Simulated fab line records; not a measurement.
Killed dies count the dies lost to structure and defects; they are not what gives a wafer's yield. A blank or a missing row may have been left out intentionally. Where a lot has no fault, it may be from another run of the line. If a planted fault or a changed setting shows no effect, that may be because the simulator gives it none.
fab line records | flow nand-harc
record: lots: 13 wafers: 39 last-day: 33
route steps=1302 shown A_STAIRCASE@849 THIN_TSV@1267 END@1302
lots with no fault: from the same line, run without faults
start-h: start of the lot's first displayed wafer, in hours after the record's first day | wait-h: how many hours have passed since the lot's step before this one | " identical to the entry in the row above | L1.1+2: several wafers, shown together as one row | - no value, or no start was given | * or withheld: withheld | < > ~ a bound
route shown NAME@n: names a module that has steps shown in the file, with the first one's number in the route | usual: the fault-free wafers' mean and standard deviation | same: alike in all rows | chamber/n: place in a boat | sites: readings site by site | _std_site: standard deviation across them | _edge_site: inner sites' mean taken away from outer sites' mean | radius-mm: for every site, how far away it sits from the centre of the wafer | mask NAME#n: copy n | behind: the last tool/chamber to shape the wafer | hold: reason for holding the lot/hours on hold/outcome of the hold | device: the n, p or np transistor that did not switch | end of line: the route-end tests of the same wafers | a step given without rows: its recipe and nothing more | killed: the dies lost at the first sort to structure and to defects; this is not the yield of the wafer | map: a wafer's dies, marking killed ones x, the rest . and places with no die _
set.NAME: the setting the step ran with; set.NAME@STEP: the setting that earlier step ran with | model.NAME: the simulator's own value behind a step, which no gauge read
a sample of lots followed through the steps of the route, with each step as a table and each wafer as a row
services: when a tool's chamber went out of use (start-h, in hours from the record's first day, below 0 if earlier), for how many hours, and the reason
== steps ==
step: NHARC_A_STAIRCASE_CVD_552
recipe: target-thk-a: 400 temp-c: 700 pressure-mtorr: 300 material: SiNx
usual: spike-tc-lower-C: 699.7/1.4 zone-power-centre-pct: 11.7/0.65 zone-power-upper-pct: 11.1/0.37
columns lot.wafer tool chamber start-h wait-h spike-tc-lower-C zone-power-centre-pct zone-power-upper-pct
L649.2 lpcvd-01 0 410.39 - 697.8 11.3 11.0
L649.5 " 0 " " 699.0 11.5 10.8
L649.6 " 0 " " 699.4 11.2 10.8
L650.1 lpcvd-01 0 410.39 - 700.2 11.1 11.0
L650.4 " 0 " " 697.1 11.2 10.9
L650.5 " 0 " " 697.1 11.2 10.7
L651.1 lpcvd-02 1 428.98 - 700.1 12.1 10.8
L651.3 " 1 " " 698.9 12.2 10.8
L651.5 " 1 " " 700.1 12.3 10.9
L653.4 lpcvd-02 0 428.98 - 700.2 12.8 11.1
L653.5 " 0 " " 698.5 12.8 11.1
L653.6 " 0 " " 699.3 12.6 11.1
L654.1 lpcvd-01 1 454.66 - 700.5 11.3 11.8
L654.3 " 1 " " 702.0 11.3 11.6
L654.5 " 1 " " 700.2 11.1 11.8
L655.3 lpcvd-02 1 463.24 - 700.0 11.9 10.8
L655.4 " 1 " " 700.0 12.0 10.8
L655.5 " 1 " " 700.9 12.3 10.9
L657.2 lpcvd-02 0 480.11 - 698.6 12.7 11.1
L657.5 " 0 " " 699.5 12.8 10.8
L657.6 " 0 " " 700.2 12.8 11.0
L658.2 lpcvd-02 0 480.11 - 700.1 12.7 11.1
L658.3 " 0 " " 700.3 12.6 11.1
L658.5 " 0 " " 698.8 12.6 11.0
L660.2 lpcvd-02 0 506.79 - 701.0 12.7 10.9
L660.3 " 0 " " 699.4 12.9 11.2
L660.5 " 0 " " 698.9 12.5 11.1
L664.2 lpcvd-02 0 541.25 - 697.9 12.9 11.1
L664.4 " 0 " " 700.4 12.6 11.1
L664.5 " 0 " " 700.1 12.9 10.9
L670.3 lpcvd-01 0 596.39 2.6 697.0 11.1 10.7
L670.4 " 0 " " 698.2 11.2 10.7
L670.5 " 0 " " 696.2 11.3 11.0
L671.1 lpcvd-01 1 609.26 - 701.6 11.1 11.5
L671.4 " 1 " " 702.5 11.2 11.7
L671.5 " 1 " " 701.2 11.1 11.5
L672.1 lpcvd-02 1 629.41 - 698.9 12.0 10.8
L672.2 " 1 " " 701.0 12.1 10.9
L672.3 " 1 " " 698.6 12.0 10.8
step: NHARC_THIN_TSV_DEP_47
recipe: target-thk-a: 2000 temp-c: withheld pressure-torr: 6.5 rf-w: 900 teos-flow-sccm: 161.4 flow-sccm: 2650 target-thk-nm: 200 gas: O2 material: SiO2
usual: flow-sccm: 2650/7.4 throttle-valve-pct: 15.9/0.61
columns lot.wafer tool chamber start-h wait-h flow-sccm throttle-valve-pct
L649.2 pecvd-04 2 555.94 - 2656 15.7
L649.5 " 2 " " 2642 15.7
L649.6 " 0 " " 2646 15.8
L650.1 pecvd-04 2 557.34 - 2651 15.5
L650.5 " 2 " " 2648 15.6
L650.4 " 0 " " 2673 16.0
L653.5 pecvd-01 0 574.89 - 2661 15.5
L653.6 " 1 " " 2640 16.5
L653.4 " 2 " " 2652 15.9
L651.1 pecvd-02 2 575.92 - 2652 15.7
L651.3 " 1 " " 2638 16.8
L651.5 " 1 " " 2652 17.0
L654.1 pecvd-01 0 608.52 - 2643 15.5
L654.3 " 1 " " 2649 16.7
L654.5 " 0 " " 2641 15.5
L655.3 pecvd-01 1 631.38 - 2648 16.8
L655.4 " 2 " " 2646 16.0
L655.5 " 1 " " 2658 16.4
L658.2 pecvd-02 0 634.11 - 2645 14.3
L658.3 " 1 " " 2661 16.1
L658.5 " 0 " " 2653 14.5
L657.2 pecvd-01 1 641.32 - 2654 16.5
L657.5 " 2 " " 2642 16.0
L657.6 " 1 " " 2650 16.8
L660.3 pecvd-02 1 664.68 - 2644 16.2
L660.2 " 2 " " 2635 16.4
L660.5 " 2 " " 2650 16.3
L670.3 pecvd-04 1 748.62 - 2652 15.6
L670.5 " 2 " " 2651 16.0
L670.4 " 0 " " 2652 15.5
L671.1 pecvd-01 1 758.88 - 2646 16.7
L671.5 " 2 " " 2655 15.7
L671.4 " 0 " " 2655 15.0
L672.3 pecvd-01 1 773.71 - 2638 17.0
L672.1 " 2 " " 2653 15.4
L672.2 " 0 " " 2651 15.1
step: NHARC_THIN_TSV_STRIP_62
recipe: power-w: 1500 temp-c: 250 time-s: 20 chemistry: N2/H2
usual: drypump-motor-current-A: 5.38/0.1 heater-power-w: 352/23 rf-refl-power-W: 18/7.9
columns lot.wafer tool chamber start-h wait-h drypump-motor-current-A heater-power-w rf-hours-counter-h rf-refl-power-W
L649.2 plasma-asher-02 0 556.68 - 5.42 376 24 12
L649.6 " 1 " " 5.49 360 - 30
L649.5 " 0 " " 5.42 369 - 13
L650.1 plasma-asher-02 1 558.15 - 5.49 358 24 31
L650.4 " 0 " " 5.44 360 - 12
L650.5 " 1 " " 5.46 361 - 30
L653.4 plasma-asher-01 0 575.56 - 5.34 368 - -
L653.5 " 0 " " 5.35 368 - -
L653.6 " 1 " " 5.22 311 - -
L651.1 plasma-asher-01 1 576.69 - 5.23 304 10 10
L651.3 " 0 " " 5.34 373 - 18
L651.5 " 0 " " 5.34 365 - 18
L654.1 plasma-asher-01 1 609.26 - 5.21 307 18 10
L654.3 " 1 " " 5.20 309 - 11
L654.5 " 1 " " 5.22 310 - 10
L655.3 plasma-asher-02 1 632.18 - 5.48 360 - 30
L655.4 " 0 " " 5.42 362 - 13
L655.5 " 0 " " 5.40 357 - 13
L658.2 plasma-asher-02 0 634.85 - 5.41 358 7 -
L658.3 " 0 " " 5.40 356 - -
L658.5 " 0 " " 5.40 354 - -
L657.2 plasma-asher-02 1 641.99 - 5.48 364 11 30
L657.5 " 1 " " 5.50 359 - 30
L657.6 " 0 " " 5.41 363 - 13
L660.2 plasma-asher-02 1 665.53 - 5.48 371 15 29
L660.3 " 1 " " 5.50 364 - 30
L660.5 " 0 " " 5.42 359 - 13
L670.4 plasma-asher-02 1 749.43 - 5.48 358 - 28
L670.3 " 0 " " 5.37 355 - 12
L670.5 " 1 " " 5.47 363 - 29
L671.1 plasma-asher-02 0 759.56 - 5.42 354 36 12
L671.4 " 1 " " 5.46 370 - 30
L671.5 " 0 " " 5.38 363 - 13
L672.1 plasma-asher-02 0 774.47 - 5.41 361 38 12
L672.2 " 1 " " 5.48 372 38 30
L672.3 " 1 " " 5.48 361 - 30
step: NHARC_THIN_TSV_PRE_CLEAN_54
recipe: time-s: 30 temp-c: 280 gas: H2/He
usual: heater-power-w: 415/44
columns lot.wafer tool chamber start-h wait-h heater-power-w
L649.2 pvd-sputter-03 - 558.90 0.1 469
L649.6 " - " " 467
L649.5 " - " " 463
L650.1 pvd-sputter-01 - 560.35 0.1 356
L650.4 " - " " 393
L650.5 " - " " 388
L653.4 pvd-sputter-03 - 577.77 0.1 378
L653.5 " - " " 467
L653.6 " - " " 455
L651.1 pvd-sputter-01 - 578.94 0.1 441
L651.3 " - " " 362
L651.5 " - " " 435
L654.1 pvd-sputter-01 - 611.52 0.1 390
L654.3 " - " " 428
L654.5 " - " " 357
L655.4 pvd-sputter-02 - 634.39 0.0 413
L655.3 " - " " 322
L655.5 " - " " 381
L658.3 pvd-sputter-01 - 637.08 0.1 427
L658.2 " - " " 446
L658.5 " - " " 397
L657.2 pvd-sputter-01 - 644.24 0.0 360
L657.6 " - " " 370
L657.5 " - " " 395
L660.2 pvd-sputter-02 - 667.76 0.1 342
L660.3 " - " " 405
L660.5 " - " " 329
L670.4 pvd-sputter-03 - 751.63 0.1 470
L670.3 " - " " 474
L670.5 " - " " 473
L671.4 pvd-sputter-03 - 761.81 0.1 356
L671.1 " - " " 477
L671.5 " - " " 479
L672.2 pvd-sputter-02 - 776.69 0.0 345
L672.1 " - " " 406
L672.3 " - " " 387
step: NHARC_END_SORT_01
recipe: temp-c: 25
usual: killed-at-array: 57/18 killed-at-other: 0.9/1.3 killed-at-periphery: 3.5/2.2 killed-dies: 62/18 killed-open: 3.0/1.7 killed-short: 2.3/1.5
same: gross-dies: 677
columns lot.wafer tool chamber start-h wait-h killed-at-array killed-at-other killed-at-periphery killed-dies killed-open killed-short
L664.2 prober-02 0 707.28 2.8 527 1 6 534 5 4
L664.4 prober-02 0 708.91 3.4 514 0 3 517 5 3
L664.5 prober-02 0 709.72 3.8 601 2 7 610 4 3
killed by level:class
L664.2 A_STAIRCASE:area-cvd=463 A_SLIT:chamber-film-flake=21 A_CHANNEL_HOLE_D2:chamber-film-flake=14 A_CHANNEL_HOLE_D1:chamber-film-flake=8 A_STAIRCASE:chamber-film-flake=5 P_GATE:chamber-film-flake=3 A_BLC:chamber-film-flake=3 P_M0:geometric-particle:open=2
L664.4 A_STAIRCASE:area-cvd=432 A_SLIT:chamber-film-flake=33 A_CHANNEL_HOLE_D2:chamber-film-flake=20 A_CHANNEL_HOLE_D1:chamber-film-flake=7 A_SGD_CUT:chamber-film-flake=4 A_CHANNEL_FILL_D2:chamber-film-flake=3 A_STAIRCASE:chamber-film-flake=3 A_BLC:chamber-film-flake=3
L664.5 A_STAIRCASE:area-cvd=546 A_SLIT:chamber-film-flake=28 A_CHANNEL_HOLE_D2:chamber-film-flake=7 A_STAIRCASE:chamber-film-flake=5 A_CHANNEL_HOLE_D1:chamber-film-flake=3 A_CONTACT:chamber-film-flake=3 A_CHANNEL_FILL_D2:geometric-particle:short=2 P_GATE:chamber-film-flake=2
== services ==
columns tool chamber start-h hours kind
pvd-sputter-01 - 404.00 10.0 pm
plasma-asher-02 - 418.00 1.7 repair
pvd-sputter-03 - 419.69 10.7 repair
plasma-asher-02 - 423.32 1.7 repair
plasma-asher-02 - 426.61 9.0 pm
lpcvd-02 - 436.83 0.3 repair
pvd-sputter-03 - 461.69 1.7 repair
pecvd-01 - 473.91 1.7 repair
pecvd-01 - 492.03 13.0 pm
lpcvd-01 - 503.67 9.5 repair
pecvd-01 1 505.66 19.1 repair
pvd-sputter-03 - 526.00 10.0 pm
pvd-sputter-01 - 533.36 5.1 repair
lpcvd-01 - 550.12 1.3 repair
pvd-sputter-01 - 582.00 10.0 pm
pecvd-01 1 582.05 11.5 repair
pecvd-01 - 593.92 1.4 repair
plasma-asher-02 - 603.61 9.0 pm
pecvd-01 0 628.62 4.7 repair
pecvd-01 - 673.03 13.0 pm
plasma-asher-02 - 678.26 3.1 repair
pvd-sputter-03 - 699.72 4.3 repair
pvd-sputter-03 - 740.34 2.3 repair
pvd-sputter-01 - 760.00 10.0 pm
== key ==
first-sign: step: NHARC_END_SORT_01 reading: killed-dies direction: up sigmas: 28 usual: 62 struck: 554
effect: step: NHARC_END_SORT_01 reading: killed-at-array direction: up sigmas: 27 usual: 57 struck: 547
more-kills-born-at: NHARC_A_STAIRCASE_CVD_552@lpcvd-02: 1441
met-at NHARC_A_STAIRCASE_CVD_552
struck-lots L664
struck-wafers L664.2,L664.4,L664.5
later-rows-left-out L664.2,L664.4,L664.5
tester-left-out L664
not-acting-at NHARC_THIN_TSV_DEP_47,NHARC_THIN_TSV_STRIP_62,NHARC_THIN_TSV_PRE_CLEAN_54
onset-between 506.79 541.25
fault: kind: process-parameter-drift tool: lpcvd-02 chamber: 0 onset-h: 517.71 steps: NHARC_A_STAIRCASE_CVD_552 channel: target-thk-a offset: * shape: step end-h: 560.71 acts-in: * stated: *
tester-left-out: of these lots the tester's yield and bins aren't shown, on N5 and GAA mostly nor the transistor test; their killed dies are dies lost to structure and defects alone, not to doping, threshold or leakage, so they don't give the yield
later-rows-left-out: the simulator's readings of these wafers behind a module that went badly wrong aren't trusted and aren't shown, but for the sort
